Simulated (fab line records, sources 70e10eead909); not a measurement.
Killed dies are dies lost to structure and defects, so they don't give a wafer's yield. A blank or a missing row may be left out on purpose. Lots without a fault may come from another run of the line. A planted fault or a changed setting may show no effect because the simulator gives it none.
A struck lot beside a sound one | flow nand_harc | 14 steps out of a route of 1302
Sound: wafers L587.1, L587.3, L587.6. Struck: wafers L598.4, L598.5, L598.6. The cause comes at the end.
At each step with rows: each side's tool, then ch and its chambers, then its first start. Under that, the readings that differ: sound wafers | struck wafers | difference of the means | sigmas: that difference in standard deviations of wafers without a fault.
alike: readings whose means differ by less than 2 such deviations, and words and numbers that are the same on both sides. not compared: withheld readings, readings that some wafer has no value for, bounds like >300 that may hide the same value, and numbers for which the record gives no deviation and whose values overlap.
The two part at a step that has a row with sigmas, a row that says differs or no value, or rows on one side only. Numbers that don't overlap but have no deviation are shown without sigmas and don't part them. A reading that every wafer of one side lacks parts them only if that side has two wafers or more.

first, 1 step without rows for these wafers: NHARC_A_M0_DEVELOP_08 (develop time 35 s).
NHARC_A_M0_CD_MEAS_09: target cd 80 nm.
  sound on cd_sem-01 ch 0, day 27 10:14; struck on cd_sem-03 ch 0, day 31 12:50
  alike: cd_nm
NHARC_A_M0_OVL_MEAS_10: pitch 160 nm.
  sound on overlay-02, day 27 10:20; struck on overlay-01, day 31 12:55
  alike: overlay_x_nm, overlay_y_nm
NHARC_A_M0_INSPECT_11:
  sound on defect_inspect-02, day 27 10:22; struck on defect_inspect-01, day 31 12:57
  alike: raw_defect_count
NHARC_A_M0_DESCUM_14: chemistry O2, time 3 s.
  sound on rie_diel-09 ch 0,2,3, day 27 10:27; struck on rie_diel-02 ch 0,3, day 31 13:01
  alike: drypump_motor_current_A, oes_product_au, rf_vpp_V, showerhead_plenum_p_Torr, throttle_valve_pct
  not compared: rf_hours_counter_h
NHARC_A_M0_ETCH_34: etches the open film in N2/H2, target depth 40 nm, overetch 12 nm, time 43.94 s.
  sound on rie_diel-09 ch 1,2,3, day 27 10:32; struck on rie_diel-02 ch 2,3, day 31 13:06
  alike: drypump_motor_current_A, oes_product_au, rf_vpp_V, showerhead_plenum_p_Torr, throttle_valve_pct
  not compared: rf_hours_counter_h
NHARC_A_M0_ETCH_15: etches the open film in C4F8/Ar, target depth 150 nm, overetch 15 nm, time 82.5 s.
  sound on rie_diel-09 ch 0,2,3; struck on rie_diel-02 ch 0,1,3
  alike: oes_product_au, rf_vpp_V
  not compared: rf_hours_counter_h
NHARC_A_M0_CD_MEAS_16:
  sound on cd_sem-01, day 27 10:44; struck on cd_sem-02, day 31 13:19
  alike: cd_nm
NHARC_A_M0_STRIP_18: strips in N2/H2.
  sound on rie_diel-02 ch 0,1, day 27 10:48; struck on rie_diel-10 ch 0,1,3, day 31 13:29
  alike: drypump_motor_current_A, oes_product_au, power_w, rf_vpp_V, showerhead_plenum_p_Torr, throttle_valve_pct
  not compared: rf_hours_counter_h
then, 3 steps without rows for these wafers: NHARC_A_M0_STRIP_19 (strips in post etch residue remover, time 600 s); NHARC_A_M0_DEGAS_28 (time 60 s); NHARC_A_M0_PRE_CLEAN_29 (time 30 s).
NHARC_A_M0_PVD_20: deposits TaN, target thk 5 nm, time 8.06 s.
  sound on pvd_sputter-02, day 27 11:32; struck on pvd_sputter-03, day 31 14:08
  no value came back on the struck wafers for bias_v (V), cathode_dc_power_W (W), throttle_valve_pct (%), time_s (s); on the sound wafers bias_v (V) reads 167.6 169.9 172.9
NHARC_A_M0_PVD_21: deposits Cu, target thk 30 nm, time 20.49 s.
  sound on pvd_sputter-02; struck on pvd_sputter-03
  alike: cathode_dc_power_W, chamber_pressure_pa, throttle_valve_pct

WHERE THEY PART
Only at NHARC_A_M0_PVD_20, within this record. Later steps at which nothing parts them and some readings are alike: NHARC_A_M0_PVD_21.

WHY: what the simulator had put in
Skipped step whole: pvd_sputter-03, from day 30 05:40 on, at NHARC_A_M0_PVD_20. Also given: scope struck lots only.
